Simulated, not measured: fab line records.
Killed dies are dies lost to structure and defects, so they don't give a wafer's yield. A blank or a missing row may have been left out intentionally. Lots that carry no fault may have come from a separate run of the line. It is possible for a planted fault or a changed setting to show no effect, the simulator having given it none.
Comparing a struck lot with a sound one	flow n5Finfet	15 steps out of a route of 1938
Sound: these wafers, L578.3, L578.4, L578.6. The struck wafers were L589.1, L589.2, L589.4. Last of all comes the cause.
Per side, at each step with rows, come the tool, then ch with its chambers, and then its first start. Under that, the readings that differ: sound wafers	struck wafers	difference of the means	sigmas: that difference in standard deviations of wafers without a fault.
alike: readings with means less than 2 such deviations apart, plus words and numbers identical on both sides. not compared: withheld readings, readings lacking a value on some wafer, bounds such as >300 that could conceal the same value, and numbers that have no deviation in the record and whose values overlap.
A row with sigmas, a row that says differs or no value, or rows on one side alone: a step with any of these is where the two part. Numbers that have no deviation but don't overlap get no sigmas and don't part them. A reading that every wafer of one side lacks parts them only if that side has two wafers or more.

first, 1 step without rows for these wafers: N5_BEOL_M11_DEVELOP_10 (develop time 30 s).
N5_BEOL_M11_CD_MEAS_11: target cd 64.1 nm.
  sound on cdSem-02 ch 0, day 11 09:58; struck on cdSem-02 ch 0, day 14 18:07
  alike: cdNm
N5_BEOL_M11_OVL_MEAS_12:
  sound on overlay-02 ch 0, day 11 09:59; struck on overlay-02 ch 0, day 14 18:08
  alike: M11_OVL
N5_BEOL_M11_INSPECT_13: inspects for defects (brightfield).
  sound: defectInspect-01 at day 11 10:01; struck: defectInspect-02 at day 14 18:10
  alike: rawDefectCount
N5_BEOL_M11_DESCUM_16: chemistry O2, time 7.9 s.
  sound on rieDiel-01 ch 1,3, day 11 10:02; struck on rieDiel-01 ch 0,2, day 14 18:17
  alike: drypumpMotorCurrentA, oesProductAu, rfFwdPowerW, rfVppV, showerheadPlenumPTorr, throttleValvePct
  not compared: rfHoursCounterH
N5_BEOL_M11_ETCH_61: etches SiARC in CF4, target depth 39 nm, time 65 s.
  sound on rieDiel-01 ch 1,3, day 11 10:05; struck on rieDiel-01 ch 0,2, day 14 18:19
  alike: biasW, drypumpMotorCurrentA, etchRfOnTimeS, oesProductAu, rfFwdPowerW, rfVppV, showerheadPlenumPTorr, throttleValvePct
  not compared: rfHoursCounterH
N5_BEOL_M11_ETCH_62: etches SOC in N2/H2, target depth 110 nm, overetch 22 nm, time 165 s.
  sound on rieDiel-01 ch 1,3, day 11 10:08; struck on rieDiel-01 ch 0,2, day 14 18:22
  alike: biasW, drypumpMotorCurrentA, oesProductAu, rfFwdPowerW, rfVppV, showerheadPlenumPTorr, throttleValvePct
  not compared: rfHoursCounterH
then, 1 step without rows for these wafers: N5_BEOL_M11_STRIP_68 (strips in N2/H2).
N5_BEOL_M11_STRIP_67: strips in CF4.
  sound on rieDiel-01 ch 1,3, day 11 10:17; struck on rieDiel-01 ch 0,2, day 14 18:31
  alike: drypumpMotorCurrentA, oesProductAu, rfVppV, showerheadPlenumPTorr, throttleValvePct
  not compared: rfHoursCounterH
N5_BEOL_M11_HM_OPEN_17: chemistry Cl2/BCl3, target TiN, target depth 20 nm, overetch 6 nm.
  sound on rieMetal-03 ch 0,1, day 11 10:21; struck on rieMetal-01 ch 0,1, day 14 18:34
  alike: biasW, drypumpMotorCurrentA, oes_ar_750_au, oesProductAu, rfFwdPowerW, throttleValvePct
  not compared: rfHoursCounterH
then, 1 step without rows for these wafers: N5_BEOL_M11_STRIP_19 (strips in O2).
N5_BEOL_M11_CD_MEAS_18: pitch 140 nm, target cd 70 nm.
  sound: cdSem-03 at day 11 10:37; struck: cdSem-02 at day 14 18:44
  alike: cdNm
N5_BEOL_M11_COAT_63: time 60 s, resist thk 100 nm.
  sound on lithoTrack-04 ch 0, day 11 13:19; struck on lithoTrack-04 ch 0, day 14 19:15
reading	sound	struck	difference	sigmas
heaterPowerTotalW (W)	497.4 498.3 502.5	836.2 834.0 833.2	+335.1	+99 or more
plateTempC (C)	250.04 249.84 249.96	266.48 266.76 266.44	+16.61	+92
  alike: dispensePressureKPa
then, 2 steps without rows for these wafers: N5_BEOL_M11_COAT_64 (time 60 s, resist thk 30 nm); N5_PASSIVATION_PROBE_49.

WHERE THEY PART
Only at N5_BEOL_M11_COAT_63, as far as this record shows.

WHY: whatever the simulator had introduced
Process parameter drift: lithoTrack-04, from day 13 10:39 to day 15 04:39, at N5_BEOL_M11_COAT_63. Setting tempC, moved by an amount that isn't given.
